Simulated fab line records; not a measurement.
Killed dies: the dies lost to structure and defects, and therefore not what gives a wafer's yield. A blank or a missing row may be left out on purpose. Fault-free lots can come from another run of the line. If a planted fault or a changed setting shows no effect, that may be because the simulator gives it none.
Split-lot trial || flow n5-finfet || on a route of 1938 steps: 7 lots, 21 wafers read

== SPLIT DETAILS ==
At N5_BEOL_M10_DEP_56 (deposits SiCN from 3MS/NH3, target thk 15 nm, time 26.5 s), the setting time-s was moved away from the recipe's 26.5 s on 5 of the 21 wafers read, by -13.4% to +13.7%. All remaining wafers had this setting at the recipe value.

Reading taken at the split's own step.

== THE READING ==
SiCN_of_BEOL_M10_DEP_56.thk-nm (the simulator's own value, which no gauge read), in nm, at N5_BEOL_M10_DEP_56 (deposits SiCN from 3MS/NH3, target thk 15 nm, time 26.5 s). The file gives no usual value for it. Average 15.0 nm, standard deviation 0.36 nm, over the 16 wafers here run with the recipe.

{"wafer": "L074.2", "tool, chamber at the split": "pecvd-01, 0", "time-s as run, s": 30.12, "against the recipe": "+13.7%", "SiCN_of_BEOL_M10_DEP_56.thk-nm, nm": 17.4, "against lot-mates on the recipe": "+1.8"}
{"wafer": "L074.4", "tool, chamber at the split": "pecvd-01, 0", "time-s as run, s": 30.12, "against the recipe": "+13.7%", "SiCN_of_BEOL_M10_DEP_56.thk-nm, nm": 17.6, "against lot-mates on the recipe": "+2.0"}
{"wafer": "L074.6", "tool, chamber at the split": "pecvd-01, 2", "time-s as run, s": 26.5, "against the recipe": "recipe", "SiCN_of_BEOL_M10_DEP_56.thk-nm, nm": 15.6, "against lot-mates on the recipe": "-"}
{"wafer": "L075.1", "tool, chamber at the split": "pecvd-02, 1", "time-s as run, s": 26.5, "against the recipe": "recipe", "SiCN_of_BEOL_M10_DEP_56.thk-nm, nm": 15.2, "against lot-mates on the recipe": "-"}
{"wafer": "L075.4", "tool, chamber at the split": "pecvd-02, 0", "time-s as run, s": 26.5, "against the recipe": "recipe", "SiCN_of_BEOL_M10_DEP_56.thk-nm, nm": 15.6, "against lot-mates on the recipe": "-"}
{"wafer": "L075.5", "tool, chamber at the split": "pecvd-02, 1", "time-s as run, s": 22.96, "against the recipe": "-13.4%", "SiCN_of_BEOL_M10_DEP_56.thk-nm, nm": 13.4, "against lot-mates on the recipe": -2.0}
{"wafer": "L078.1", "tool, chamber at the split": "pecvd-02, 1,2", "time-s as run, s": 26.5, "against the recipe": "recipe", "SiCN_of_BEOL_M10_DEP_56.thk-nm, nm": 15.2, "against lot-mates on the recipe": "-"}
{"wafer": "L078.6", "tool, chamber at the split": "pecvd-02, 1,2", "time-s as run, s": 26.5, "against the recipe": "recipe", "SiCN_of_BEOL_M10_DEP_56.thk-nm, nm": 15.2, "against lot-mates on the recipe": "-"}
{"wafer": "L078.3", "tool, chamber at the split": "pecvd-02, 2", "time-s as run, s": 26.5, "against the recipe": "recipe", "SiCN_of_BEOL_M10_DEP_56.thk-nm, nm": 14.8, "against lot-mates on the recipe": "-"}
{"wafer": "L090.4", "tool, chamber at the split": "pecvd-01, 0", "time-s as run, s": 24.02, "against the recipe": "-9.4%", "SiCN_of_BEOL_M10_DEP_56.thk-nm, nm": 13.8, "against lot-mates on the recipe": -1.3}
{"wafer": "L090.5", "tool, chamber at the split": "pecvd-01, 1", "time-s as run, s": 26.5, "against the recipe": "recipe", "SiCN_of_BEOL_M10_DEP_56.thk-nm, nm": 15, "against lot-mates on the recipe": "-"}
{"wafer": "L090.6", "tool, chamber at the split": "pecvd-01, 2", "time-s as run, s": 26.5, "against the recipe": "recipe", "SiCN_of_BEOL_M10_DEP_56.thk-nm, nm": 15.2, "against lot-mates on the recipe": "-"}
{"wafer": "L089.1", "tool, chamber at the split": "pecvd-02, 2", "time-s as run, s": 26.5, "against the recipe": "recipe", "SiCN_of_BEOL_M10_DEP_56.thk-nm, nm": 14.4, "against lot-mates on the recipe": "-"}
{"wafer": "L089.3", "tool, chamber at the split": "pecvd-02, 0", "time-s as run, s": 26.5, "against the recipe": "recipe", "SiCN_of_BEOL_M10_DEP_56.thk-nm, nm": 14.6, "against lot-mates on the recipe": "-"}
{"wafer": "L089.4", "tool, chamber at the split": "pecvd-02, 0", "time-s as run, s": 26.5, "against the recipe": "recipe", "SiCN_of_BEOL_M10_DEP_56.thk-nm, nm": 15, "against lot-mates on the recipe": "-"}
{"wafer": "L091.2", "tool, chamber at the split": "pecvd-03, 0,2", "time-s as run, s": 26.5, "against the recipe": "recipe", "SiCN_of_BEOL_M10_DEP_56.thk-nm, nm": 14.6, "against lot-mates on the recipe": "-"}
{"wafer": "L091.3", "tool, chamber at the split": "pecvd-03, 0,2", "time-s as run, s": 26.5, "against the recipe": "recipe", "SiCN_of_BEOL_M10_DEP_56.thk-nm, nm": 14.6, "against lot-mates on the recipe": "-"}
{"wafer": "L091.4", "tool, chamber at the split": "pecvd-03, 2", "time-s as run, s": 24.46, "against the recipe": "-7.7%", "SiCN_of_BEOL_M10_DEP_56.thk-nm, nm": 13.6, "against lot-mates on the recipe": -1.0}
{"wafer": "L096.1", "tool, chamber at the split": "pecvd-01, 1", "time-s as run, s": 26.5, "against the recipe": "recipe", "SiCN_of_BEOL_M10_DEP_56.thk-nm, nm": 14.6, "against lot-mates on the recipe": "-"}
{"wafer": "L096.3", "tool, chamber at the split": "pecvd-01, 2", "time-s as run, s": 26.5, "against the recipe": "recipe", "SiCN_of_BEOL_M10_DEP_56.thk-nm, nm": 14.8, "against lot-mates on the recipe": "-"}
{"wafer": "L096.5", "tool, chamber at the split": "pecvd-01, 0", "time-s as run, s": 26.5, "against the recipe": "recipe", "SiCN_of_BEOL_M10_DEP_56.thk-nm, nm": 15.4, "against lot-mates on the recipe": "-"}
Rows listing several chambers each stand for several wafers; the file does not say which wafer went through which chamber.

THE FIT
A straight line over all 21 wafers: SiCN_of_BEOL_M10_DEP_56.thk-nm changes by +0.16 nm for each +1% of time-s; r = +0.93; the points scatter about the line by 0.38 nm.
The same after taking each lot's own level away (the mean of its wafers on the recipe; 21 wafers): +0.141 nm for each +1%; r = +0.97; scatter 0.2 nm.
On that fit, the largest move of time-s shifts the reading by 1.9 nm.
The lots' own levels span 14.60 to 15.60 nm, that is 2.7 times the standard deviation above.
So the slope is not independent of the lot-to-lot level: the two fits are not the same.
Check: with one of the wafers moved furthest among these (+13.7%) left out of the fit, the line predicts +1.98 nm for it against its lot-mates. Against them it came out at +1.8 nm.

== ADDITIONAL SPLITS CARRIED BY THESE WAFERS ==
Before the reading, these wafers also passed through other splits. Each is held against what the fit with the lots' levels taken away leaves over:
{"other split on the same wafers": "N5_BEOL_M7_DESCUM_33 time-s", "wafers away from the commonest value": 7, "r with SiCN_of_BEOL_M10_DEP_56.thk-nm (lot level and that fit taken away)": "+0.03"}
{"other split on the same wafers": "N5_BEOL_M8_DEP_56 time-s", "wafers away from the commonest value": 6, "r with SiCN_of_BEOL_M10_DEP_56.thk-nm (lot level and that fit taken away)": "+0.06"}
{"other split on the same wafers": "N5_BEOL_M9_ILD_DEP_00 time-s", "wafers away from the commonest value": 6, "r with SiCN_of_BEOL_M10_DEP_56.thk-nm (lot level and that fit taken away)": -0.14}
{"other split on the same wafers": "N5_BEOL_M9_ETCH_65 bias-w", "wafers away from the commonest value": 4, "r with SiCN_of_BEOL_M10_DEP_56.thk-nm (lot level and that fit taken away)": "+0.41"}
{"other split on the same wafers": "N5_BEOL_M9_TRENCH_ETCH_37 source-w", "wafers away from the commonest value": 7, "r with SiCN_of_BEOL_M10_DEP_56.thk-nm (lot level and that fit taken away)": "+0.11"}
{"other split on the same wafers": "N5_BEOL_M10_ETCH_62 time-s", "wafers away from the commonest value": 10, "r with SiCN_of_BEOL_M10_DEP_56.thk-nm (lot level and that fit taken away)": -0.25}
{"other split on the same wafers": "N5_BEOL_M10_EXPOSE_25 dose-mj", "wafers away from the commonest value": 6, "r with SiCN_of_BEOL_M10_DEP_56.thk-nm (lot level and that fit taken away)": "+0.27"}

== THE FILE'S OWN FIT ==
SiCN_of_BEOL_M10_DEP_56.thk-nm changes by +0.142 nm for each +1% of time-s, r = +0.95.
